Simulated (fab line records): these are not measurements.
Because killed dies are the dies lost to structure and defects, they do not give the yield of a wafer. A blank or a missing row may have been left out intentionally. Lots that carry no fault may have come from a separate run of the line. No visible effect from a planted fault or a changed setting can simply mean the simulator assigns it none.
A sampling plan put to the test + flow nand-harc + each of the 16 faults these records tell of, on one fab line, judged from the records of the lots it struck
What counts as the plan is the set of the line's own looks, namely the steps on the route at which a gauge or an inspection reads a wafer and does not change it. Where struck wafers have a number at a look and the file lists that look's usual mean and standard deviation on fault-free wafers, the look can be judged. Caught: the struck wafers' mean, at a look after the fault's first step, is 4 or more of those standard deviations (sigma) away from the usual mean. On the tool: the fault's steps, tested the same way using the tool's own readings. Another recipe on the struck wafers, or a record that is blank for them alone, also counts as caught.

== THE FAULTS, as the simulator had put them in ==
1. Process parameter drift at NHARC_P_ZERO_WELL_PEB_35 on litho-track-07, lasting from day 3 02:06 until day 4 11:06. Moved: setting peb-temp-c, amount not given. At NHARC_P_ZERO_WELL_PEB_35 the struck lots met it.
2. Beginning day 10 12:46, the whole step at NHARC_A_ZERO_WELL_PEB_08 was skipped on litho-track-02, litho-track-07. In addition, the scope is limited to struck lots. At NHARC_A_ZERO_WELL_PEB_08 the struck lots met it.
3. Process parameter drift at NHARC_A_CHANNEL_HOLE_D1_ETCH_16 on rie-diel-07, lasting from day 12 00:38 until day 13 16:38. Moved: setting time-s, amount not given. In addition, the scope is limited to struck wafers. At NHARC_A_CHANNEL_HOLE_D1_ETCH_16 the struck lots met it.
4. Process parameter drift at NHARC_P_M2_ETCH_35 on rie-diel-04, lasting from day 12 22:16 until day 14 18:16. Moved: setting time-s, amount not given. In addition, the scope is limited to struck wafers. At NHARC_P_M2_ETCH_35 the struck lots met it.
5. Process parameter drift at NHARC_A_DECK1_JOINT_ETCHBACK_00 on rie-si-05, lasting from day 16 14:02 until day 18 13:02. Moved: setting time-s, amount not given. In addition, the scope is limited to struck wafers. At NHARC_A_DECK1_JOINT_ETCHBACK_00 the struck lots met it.
6. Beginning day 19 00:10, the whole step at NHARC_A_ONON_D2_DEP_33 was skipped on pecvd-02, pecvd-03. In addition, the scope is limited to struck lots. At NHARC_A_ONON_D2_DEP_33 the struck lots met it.
7. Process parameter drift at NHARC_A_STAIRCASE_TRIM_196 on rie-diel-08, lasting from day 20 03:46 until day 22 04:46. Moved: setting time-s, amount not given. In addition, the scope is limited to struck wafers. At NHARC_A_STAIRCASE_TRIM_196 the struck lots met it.
8. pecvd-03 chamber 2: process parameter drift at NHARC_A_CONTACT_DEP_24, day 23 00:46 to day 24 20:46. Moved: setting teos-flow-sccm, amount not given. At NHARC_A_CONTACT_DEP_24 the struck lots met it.
9. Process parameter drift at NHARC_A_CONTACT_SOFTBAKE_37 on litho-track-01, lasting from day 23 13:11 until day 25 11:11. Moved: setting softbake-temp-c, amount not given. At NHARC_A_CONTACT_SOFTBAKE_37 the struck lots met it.
10. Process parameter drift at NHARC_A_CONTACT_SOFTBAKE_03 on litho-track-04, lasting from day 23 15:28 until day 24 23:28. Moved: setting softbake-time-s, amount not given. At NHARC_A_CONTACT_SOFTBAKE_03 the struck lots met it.
11. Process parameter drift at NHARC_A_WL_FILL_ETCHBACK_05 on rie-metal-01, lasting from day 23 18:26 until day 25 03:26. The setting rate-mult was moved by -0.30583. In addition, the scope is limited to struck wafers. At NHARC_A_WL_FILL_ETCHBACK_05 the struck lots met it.
12. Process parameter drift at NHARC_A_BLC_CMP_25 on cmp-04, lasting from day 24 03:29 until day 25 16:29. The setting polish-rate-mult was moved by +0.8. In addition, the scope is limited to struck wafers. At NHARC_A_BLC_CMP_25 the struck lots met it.
13. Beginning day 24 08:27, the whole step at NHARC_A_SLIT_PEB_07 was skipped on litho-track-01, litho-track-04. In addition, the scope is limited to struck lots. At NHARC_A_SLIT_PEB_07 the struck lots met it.
14. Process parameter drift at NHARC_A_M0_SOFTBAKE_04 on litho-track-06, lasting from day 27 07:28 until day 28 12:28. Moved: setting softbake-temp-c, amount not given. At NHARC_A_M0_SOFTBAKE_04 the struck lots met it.
15. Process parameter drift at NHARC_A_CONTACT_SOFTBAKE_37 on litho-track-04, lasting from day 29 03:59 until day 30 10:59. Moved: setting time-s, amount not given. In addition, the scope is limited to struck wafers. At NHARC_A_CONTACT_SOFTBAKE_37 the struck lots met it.
16. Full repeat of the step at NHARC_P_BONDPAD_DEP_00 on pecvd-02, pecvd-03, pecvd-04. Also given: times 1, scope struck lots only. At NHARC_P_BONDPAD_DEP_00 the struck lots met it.

== WHAT THE PLAN SAW ==
| fault | on the tool itself                               | first look that catches it                   | reading, sigma | median hours from its first step to that look | hours from the fault's start to the first struck lot there | judged looks passed uncaught |
|-------|--------------------------------------------------|----------------------------------------------|----------------|-----------------------------------------------|------------------------------------------------------------|------------------------------|
| 1     | plate-temp-C -15 sigma                           | not the one look that can be judged after it | -              | -                                             | -                                                          | 1                            |
| 2     | the tool's record is blank for the struck wafers | no look after it can be judged               | -              | -                                             | -                                                          | 0                            |
| 3     | run-length-s -99 or beyond sigma                 | not the one look that can be judged after it | -              | -                                             | -                                                          | 1                            |
| 4     | run-length-s -28 sigma                           | no look after it can be judged               | -              | -                                             | -                                                          | 0                            |
| 5     | run-length-s -5.1 sigma                          | no look after it can be judged               | -              | -                                             | -                                                          | 0                            |
| 6     | the tool's record is blank for the struck wafers | no look after it can be judged               | -              | -                                             | -                                                          | 0                            |
| 7     | run-length-s -11 sigma                           | not the one look that can be judged after it | -              | -                                             | -                                                          | 1                            |
| 8     | mfc-precursor-sccm -54 sigma                     | no look after it can be judged               | -              | -                                             | -                                                          | 0                            |
| 9     | heater-power-total-W -82 sigma                   | not the one look that can be judged after it | -              | -                                             | -                                                          | 1                            |
| 10    | heater-power-total-W +99 or beyond sigma         | not the one look that can be judged after it | -              | -                                             | -                                                          | 1                            |
| 11    | oes-product-au -19 sigma                         | no look after it can be judged               | -              | -                                             | -                                                          | 0                            |
| 12    | time-to-endpoint-s -5.1 sigma                    | not the one look that can be judged after it | -              | -                                             | -                                                          | 1                            |
| 13    | the tool's record is blank for the struck wafers | no look after it can be judged               | -              | -                                             | -                                                          | 0                            |
| 14    | heater-power-total-W +99 or beyond sigma         | not the one look that can be judged after it | -              | -                                             | -                                                          | 1                            |
| 15    | heater-power-total-W +42 sigma                   | not the one look that can be judged after it | -              | -                                             | -                                                          | 1                            |
| 16    | under 2 sigma                                    | not the one look that can be judged after it | -              | -                                             | -                                                          | 1                            |
A dash: the fault is not caught, or the number is missing from these records.

Caught at a look: 0 of 16. Caught on the tool: 15 of 16. By one or the other: 15 of 16.
Faults caught by the tool alone: 1, 2, 3, 4, 5, 6, 7, 8, 9, 10, 11, 12, 13, 14, 15.
Caught by neither: fault 16.
